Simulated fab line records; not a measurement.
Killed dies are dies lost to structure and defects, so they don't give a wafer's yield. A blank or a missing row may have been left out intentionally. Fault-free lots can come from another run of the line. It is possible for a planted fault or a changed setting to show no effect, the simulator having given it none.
Comparing a struck lot with a sound one | flow n5Finfet | 39 steps out of a route of 1938
Sound: these wafers, L580.2, L580.3, L580.6. Struck: wafer L597.4 (left out: L597.1, L597.3 of the same lot, which were not struck); the cause appears at the end.
Order at every step that has rows: each side's tool, ch and its chambers, its first start. Under that, the readings that differ: sound wafers | struck wafers | difference of the means | sigmas: that difference in standard deviations of wafers without a fault.
alike: readings whose means differ by less than 2 such deviations, and words and numbers that are the same on both sides. not compared: withheld readings, readings that some wafer has no value for, bounds like >300 that may hide the same value, and numbers for which the record gives no deviation and whose values overlap.
A row with sigmas, a row that says differs or no value, or rows on one side alone: a step with any of these is where the two part. When numbers do not overlap yet have no deviation, they are printed without sigmas and do not part them. A reading that every wafer of one side lacks parts them only if that side has two wafers or more.

first, 9 steps without rows for these wafers: N5_BEOL_M12_SOFTBAKE_23 (time 60 s); N5_BEOL_M12_EXPOSE_25 (exposes mask M12); N5_BEOL_M12_PEB_26 (peb time 90 s); N5_BEOL_M12_DEVELOP_27 (develop time 45 s); N5_BEOL_M12_HARDBAKE_32 (time 120 s); N5_BEOL_M12_DESCUM_33 (chemistry O2, time 7.9 s); N5_BEOL_M12_ETCH_67 (etches SiARC in CF4, target depth 143 nm, time 238.3 s); N5_BEOL_M12_ETCH_68 (etches SOC in N2/H2, time 285 s); N5_BEOL_M12_STRIP_69 (strips in N2/H2).
N5_BEOL_M12_TRENCH_ETCH_34: etches SiOC in C4F8/O2/Ar, target depth 318.95 nm, time 125.5 s.
  sound on rieDiel-06 ch 0,1,3, day 12 05:10; struck on rieDiel-02 ch 0, day 16 14:10
reading                 | sound             | struck | difference | sigmas
model.etch.depthNm (nm) | 319.8 315.6 325.5 | 241.8  | -78.5      | 
  alike: drypumpMotorCurrentA, oesProductAu, rfVppV, showerheadPlenumPTorr, throttleValvePct
  not compared: rfHoursCounterH
then, 1 step without rows for these wafers: N5_BEOL_M12_STRIP_70 (strips in C4F8/O2/Ar).
N5_BEOL_M12_OCD_MEAS_35:
  struck on ocd-02, day 16 14:19; sound on ocd-01, day 12 05:19
reading            | sound       | struck | difference | sigmas
trenchDepthNm (nm) | 320 316 326 | 242    | -79        | -16
then, 11 steps without rows for these wafers: N5_BEOL_M12_STRIP_37 (strips in N2/H2); N5_BEOL_M12_ETCH_38 (etches SiCN in CF4/N2, target depth 68.7 nm, time 73.4 s); N5_BEOL_M12_PRECLEAN_39 (cleans in residue remover, time 60 s); N5_BEOL_M12_SRD_40 (time 30 s, dry time 30 s); N5_BEOL_M12_DEGAS_41 (time 60 s); N5_BEOL_M12_PRE_CLEAN_42 (time 30 s); N5_BEOL_M12_SPUTTER_43 (material TaN, target thk 15 nm, time 24.19 s); N5_BEOL_M12_SPUTTER_44 (material Ta, target thk 10 nm, time 16.13 s); N5_BEOL_M12_SPUTTER_45 (material Cu, target thk 80 nm, time 13.33 s); N5_BEOL_M12_ECD_47 (material Cu, target thk 720 nm); N5_BEOL_M12_ANNEAL_48 (time 90 s).
N5_BEOL_M12_CMP_49: polishes, stops on SiOC, t overpolish 20.6 s, target thk 320 nm.
  sound on cmp-03 ch 0,3, day 12 10:54; struck on cmp-03 ch 1, day 16 16:13
reading                                | sound           | struck | difference | sigmas
model.Cu_of_BEOL_M12_ECD_47.thkNm (nm) | 320 316.4 325.8 | 243    | -78        | 
  alike: barrierFieldEndpointS, clearingPlatenDownForcePsi, motorCurrentA, overpolishRunS, retainingRingPressureFrac
N5_BEOL_M12_THK_MEAS_50: measures by xrf.
  struck on filmMetro-01, day 16 16:30; sound on filmMetro-01, day 12 11:12
reading      | sound       | struck | difference | sigmas
M12_THK (nm) | 312 310 317 | 236    | -77        | -13
then, 2 steps without rows for these wafers: N5_BEOL_M12_PRE_CLEAN_52 (time 15 s); N5_BEOL_M12_DEP_53 (deposits SiCN from 3MS/NH3, target thk 30 nm, time 10.5 s).
N5_BEOL_M12_RS_MEAS_54: a four-point-probe measurement.
  struck on filmMetro-01, day 16 16:38; sound on filmMetro-01, day 12 11:19
reading         | sound                | struck | difference | sigmas
M12_RS (ohm/sq) | 0.0601 0.0606 0.0589 | 0.0801 | +0.0202    | +21
then, 9 steps without rows for these wafers: N5_BEOL_M13_ILD_DEP_00 (deposits SiOC from DEMS/O2, target thk 837.92 nm, time 166.4 s); N5_BEOL_M13_COAT_58 (time 60 s, resist thk 89 nm); N5_BEOL_M13_COAT_04 (resist thk 400 nm); N5_BEOL_M13_EBR_06; N5_BEOL_M13_SOFTBAKE_05 (time 60 s); N5_BEOL_M13_EXPOSE_07 (exposes mask V12); N5_BEOL_M13_PEB_08 (peb time 90 s); N5_BEOL_M13_DEVELOP_09 (develop time 45 s); N5_BEOL_M13_HARDBAKE_14 (time 120 s).
N5_BEOL_M15_RC_MEAS_101:
  sound on prober-02 ch 0, day 13 06:32; struck on prober-02 ch 0, day 17 13:04
reading                    | sound                   | struck  | difference | sigmas
COMB_M7 (S/m)              | 3.5e-11 2.9e-11 2.8e-11 | 1.9e-11 | -1.2e-11   | -2
SERP_M12 (ohm/um)          | 0.643 0.657 0.611       | 0.853   | +0.216     | +13
SERP_M12_max_site (ohm/um) | 0.656 0.666 0.632       | 0.870   | +0.219     | +12
  alike: COMB_M10, COMB_M11, COMB_M13, COMB_M14, COMB_M15, COMB_M5, COMB_M6, COMB_M8, COMB_M9, SERP_M10, SERP_M11, SERP_M13, SERP_M14, SERP_M5, SERP_M6, SERP_M7, SERP_M8, SERP_M8_max_site, SERP_M9
N5_PASSIVATION_PROBE_49:
  struck on prober-01, day 18 03:06; sound on prober-02, day 13 21:55
reading              | sound | struck | difference | sigmas
sort_bin_8_speed (%) | 0 0 0 | 0.08   | +0.08      | 
  alike: defectLimitedYield, killed_at_M0_to_M3, killed_at_M4_up, killedAtContacts, killedAtFrontEnd, killedAtOther, killedDies, killedOpen, killedShort, sort_bin_5_function, sort_bin_6_memory, sortNPass, sortYieldPct

## WHERE THEY PART
Earliest at N5_BEOL_M12_OCD_MEAS_35; latest, in this record, at N5_BEOL_M15_RC_MEAS_101. Later steps at which nothing parts them and some readings are alike: N5_PASSIVATION_PROBE_49.

WHY: whatever the simulator had introduced
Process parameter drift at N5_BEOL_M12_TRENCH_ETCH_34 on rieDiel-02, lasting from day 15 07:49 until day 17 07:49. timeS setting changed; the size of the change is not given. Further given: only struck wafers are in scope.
